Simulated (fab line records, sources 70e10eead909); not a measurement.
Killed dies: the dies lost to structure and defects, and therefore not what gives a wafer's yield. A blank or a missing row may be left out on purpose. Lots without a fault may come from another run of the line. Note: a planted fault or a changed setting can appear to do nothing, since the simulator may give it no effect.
Chamber matching -- flow nand-harc -- NHARC_THIN_TSV_CMP_01 on cmp-01: 4 sister chambers
The step polishes. 8 wafers are shown with their chamber, then 7 later ones without.

WAFERS, EACH WITH ITS CHAMBER
wafer,chamber,motor-current-A (A),edge-zone-pressure-frac
L978.6,1,11.8,0.996
L976.5,0,11.7,0.996
L976.6,3,10.8,0.996
L982.1,2,10.2,0.993
L982.4,0,12.4,0.998
L982.6,2,9.9,0.998
L992.1,1,11.0,0.999
L992.3,3,10.7,0.998

WAFERS WITH NO CHAMBER GIVEN
wafer,motor-current-A (A),edge-zone-pressure-frac
L992.6,11.6,0.990
L993.1,11.3,1.001
L993.4,10.7,0.995
L993.6,12.4,0.996
L998.1,10.2,0.997
L998.4,10.8,1.006
L998.6,10.2,1.000

WHICH CHAMBER EACH WENT THROUGH
wafer,from the rows above,in truth
L992.6,can't be placed: 0 or 1 or 3 or 2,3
L993.1,can't be placed: 1 or 3 or 0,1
L993.4,can't be placed: 3 or 2 or 1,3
L993.6,can't be placed: 0 or 1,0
L998.1,can't be placed: 2 or 3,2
L998.4,can't be placed: 3 or 1 or 2 or 0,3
L998.6,can't be placed: 3 or 2 or 1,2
Correct placement for 0 of the 7. Cannot be placed on the basis of these rows: 7; the candidates contain the true chamber in 7. Number placed wrongly: 0.
How it was worked out, from the rows above alone: a wafer's distance from a chamber is the root of the sum, over the readings, of the square of ((its reading less the chamber's mean) divided by the reading's scatter). If the next closest chamber is less than 2 further off than the closest, the wafer can't be placed; otherwise it belongs to the closest. A chamber's mean is the mean of its shown wafers. How the scatter is found: for the shown wafers, subtract from each reading the mean of its chamber, square and add these, divide the total by (wafers less chambers), then take the root.
